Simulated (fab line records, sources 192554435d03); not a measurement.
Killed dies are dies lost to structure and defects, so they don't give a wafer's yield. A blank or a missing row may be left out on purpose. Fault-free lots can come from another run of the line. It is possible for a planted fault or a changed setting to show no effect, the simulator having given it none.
Problem report in the 8D (eight disciplines) form, filled by code | flow n5 finfet | the parts of the form that need people (team, actions taken, sign-off) are left out

1. WHAT WENT WRONG
time to endpoint s at N5_GATE_CUT_CMP_02 reads a mean of 16.4 s on 3 wafers of 3 lots; wafers without a fault read 25.8 s with a standard deviation of 2. Relative to the usual mean, that is a shift of -4.7 standard deviations.
The step: polishes, stops on SiO2, t overpolish 12.7 s, target thk 0 nm.
Earliest sighting: wafer L818.3 on cmp-02 at day 8 12:58. The record has a number at this step for 28 wafers belonging to 10 lots. By rule, "out" or "out of limits" means more than 4 standard deviations away from the usual mean. The rest of the wafers with a number are treated as sound.

2. WHAT IT IS, AND WHAT IT ISN'T
question                    | is                     | is not
which readings at this step | time to endpoint s     | head pressure psi
which lots                  | L818, L820, L822       | L803, L805, L807, L808, L809, L811, L814
which wafers of those lots  | L818.3, L820.6, L822.3 | L818.2, L820.2, L822.1, L822.2
read on which tools         | cmp-02                 | cmp-03, cmp-04
when                        | from day 8 12:58       | up to then (22 sound wafers); but 3 sound wafers of L820, L822 came after

3. SUSPECTS, AND WHAT RULES EACH OUT
Counting: if a tool at a process step up to the reading ran every lot that is out, it stays a suspect. Sound lots after the first of them don't rule it out here, since some wafers of a struck lot are sound.
- cmp-02 at N5_GATE_CUT_CMP_02 (polishes, stops on SiO2, t overpolish 12.7 s, target thk 0 nm): kept. Ran every lot that is out, first one L818 (day 8 12:58); last sound lot up to then L807 (day 6 02:46). Its own readings are out on those wafers: time to endpoint s.
The count leaves cmp-02 at N5_GATE_CUT_CMP_02.

4. THE CAUSE (what the simulator had put in)
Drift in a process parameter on cmp-02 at N5_GATE_CUT_CMP_02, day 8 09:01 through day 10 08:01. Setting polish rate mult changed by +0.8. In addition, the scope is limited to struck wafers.
Only this tool survived the counting.

5. THE CHAIN OF EFFECTS, in route order
Each row: a reading where the mean over the struck wafers with a number is more than 3 standard deviations away from the usual. Scope: only readings with a usual standard deviation given in the record; hours: median across lots of the time from each lot's start at the first step in this table that gives one to its start at this step; sigmas: change in usual standard deviations.
hours | step               | reading            | usual  | on struck wafers | change | sigmas
0     | N5_GATE_CUT_CMP_02 | time to endpoint s | 25.8 s | 16.4             | -9.4   | -4.7
Process steps it contains:
- N5_GATE_CUT_CMP_02: polishes, stops on SiO2, t overpolish 12.7 s, target thk 0 nm.
At these later measuring or inspecting steps, every struck wafer for which the step has a row has a number for every such reading, and none has moved that far: N5_BEOL_M4_RC_MEAS_101.

6. WHAT WOULD HAVE CAUGHT IT SOONER
The fault began at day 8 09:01; the first out-of-limits reading in this record came at day 8 12:58, 4 hours later.
